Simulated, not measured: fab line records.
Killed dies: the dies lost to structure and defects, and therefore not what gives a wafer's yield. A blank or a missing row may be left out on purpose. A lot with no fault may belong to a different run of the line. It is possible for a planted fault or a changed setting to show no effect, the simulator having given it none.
Struck lot and sound lot, side by side -- flow n5-finfet -- 16 out of 1938 route steps
Sound: the wafers L686.1, L686.3, L686.6. Struck: wafer L682.2. At the end, the cause is stated.
Per side, at each step with rows, come the tool, then ch with its chambers, and then its first start. Under that, the readings that differ: sound wafers -- struck wafers -- difference of the means -- sigmas: that difference in standard deviations of wafers without a fault.
alike: readings whose means differ by less than 2 such deviations, and words and numbers that are the same on both sides. not compared: withheld readings, readings that some wafer has no value for, bounds like >300 that may hide the same value, and numbers for which the record gives no deviation and whose values overlap.
A row with sigmas, a row that says differs or no value, or rows on one side alone: a step with any of these is where the two part. Numbers that don't overlap but have no deviation are shown without sigmas and don't part them. A reading that every wafer of one side lacks parts them only if that side has two wafers or more.

first, 3 steps without rows for these wafers: N5_PMOS_HMC_CHANNEL_EPI_PRECLEAN_37 (cleans in O3/DIW, time 45 s); N5_PMOS_HMC_CHANNEL_EPI_PRECLEAN_24 (cleans in DHF, time 30 s); N5_PMOS_HMC_CHANNEL_EPI_SRD_25 (time 30 s).
N5_PMOS_HMC_CHANNEL_EPI_EPI_26: deposits Si from SiH4/H2, target thk 3.8 nm, time 22.7 s.
  sound on epi-rpcvd-04 ch 0, day 4 07:49; struck on epi-rpcvd-03 ch 0, day 3 08:18
  alike: susceptor-temp-C, susceptor_temp_C_max, throttle-valve-pct
N5_PMOS_HMC_CHANNEL_EPI_INSPECT_30: inspects for defects (darkfield).
  struck on defect-inspect-01, day 3 08:37; sound on defect-inspect-01, day 4 08:17
  alike: raw-defect-count
then, 4 steps without rows for these wafers: N5_FIN_SAQP_PRECLEAN_42 (cleans in O3/DIW, time 60 s); N5_FIN_SAQP_PRECLEAN_00 (cleans in SC1, time 60 s); N5_FIN_SAQP_PRECLEAN_44 (cleans in SC2, time 45 s); N5_FIN_SAQP_SRD_01 (time 30 s).
N5_FIN_SAQP_ALD_61: deposits SiO2, target thk 4 nm, pulse time 1 s, purge time 2 s.
  sound on ald-sin-01 ch 0,1, day 4 08:50; struck on ald-sin-02 ch 3, day 3 08:46
  alike: heater-power-w, precursor-pulse-height-rel, susceptor-temp-C
  not compared: since-wet-clean-h
N5_FIN_SAQP_DENSIFY_62: time 60 s.
  sound on rtp-anneal-02 ch 0, day 4 09:09; struck on rtp-anneal-01 ch 0, day 3 09:00
  alike: lamp-power-pct, lamp_zone_1_pct, wafer_temp_C_max
N5_FIN_SAQP_HM_DEP_03: deposits SiNx from SiH4/NH3/N2, target thk 38 nm, time 33.6 s.
  sound on pecvd-01 ch 0,1, day 4 09:22; struck on pecvd-04 ch 2, day 3 09:11
  alike: heater-power-w, showerhead-plenum-p-Torr, susceptor-temp-C, throttle-valve-pct
  not compared: since-wet-clean-h
N5_FIN_SAQP_THK_MEAS_05:
  struck on film-metro-02, day 3 09:16; sound on film-metro-01, day 4 09:27
reading,sound,struck,difference,sigmas
thk-nm (nm),37.8 38.4 38.8,32.6,-5.7,-10
N5_FIN_SAQP_PECVD_47: deposits a-Si from SiH4/He, target thk 45 nm, time 36.3 s.
  sound on pecvd-04 ch 0,1,2, day 4 09:29; struck on pecvd-01 ch 0, day 3 09:19
  alike: heater-power-w, showerhead-plenum-p-Torr, susceptor-temp-C, throttle-valve-pct
  not compared: since-wet-clean-h
-- record jumps: 7 days separate the struck wafers' starts on either side; left off in module FIN_SAQP, taken up again in module BEOL_M4, whose first shown step is the route's number 1111 --
N5_BEOL_M4_RC_MEAS_101:
  sound on prober-01 ch 0, day 11 11:25; struck on prober-01 ch 0, day 9 23:26
reading,sound,struck,difference,sigmas
DIBL_N (mV/V),34.7 38.7 34.1,42.2,+6.4,+3
DIBL_P (mV/V),36 41 35,45,+8,+2
IOFF_N (nA/um),0.16 0.25 0.15,0.33,+0.14,+2
SS_N (mV/dec),71.0 72.4 71.6,73.8,+2.1,+3
SS_P (mV/dec),73.0 74.7 73.2,75.4,+1.8,+2
  alike: IOFF_P, ION_N, ION_P, VT_N, VT_P
N5_PASSIVATION_PROBE_49:
  the record has rows for the sound wafers here (prober-02, day 16 12:00) and none for the struck ones

WHERE THEY PART
Earliest at N5_FIN_SAQP_THK_MEAS_05; latest, in this record, at N5_PASSIVATION_PROBE_49.

WHY: the cause the simulator had injected
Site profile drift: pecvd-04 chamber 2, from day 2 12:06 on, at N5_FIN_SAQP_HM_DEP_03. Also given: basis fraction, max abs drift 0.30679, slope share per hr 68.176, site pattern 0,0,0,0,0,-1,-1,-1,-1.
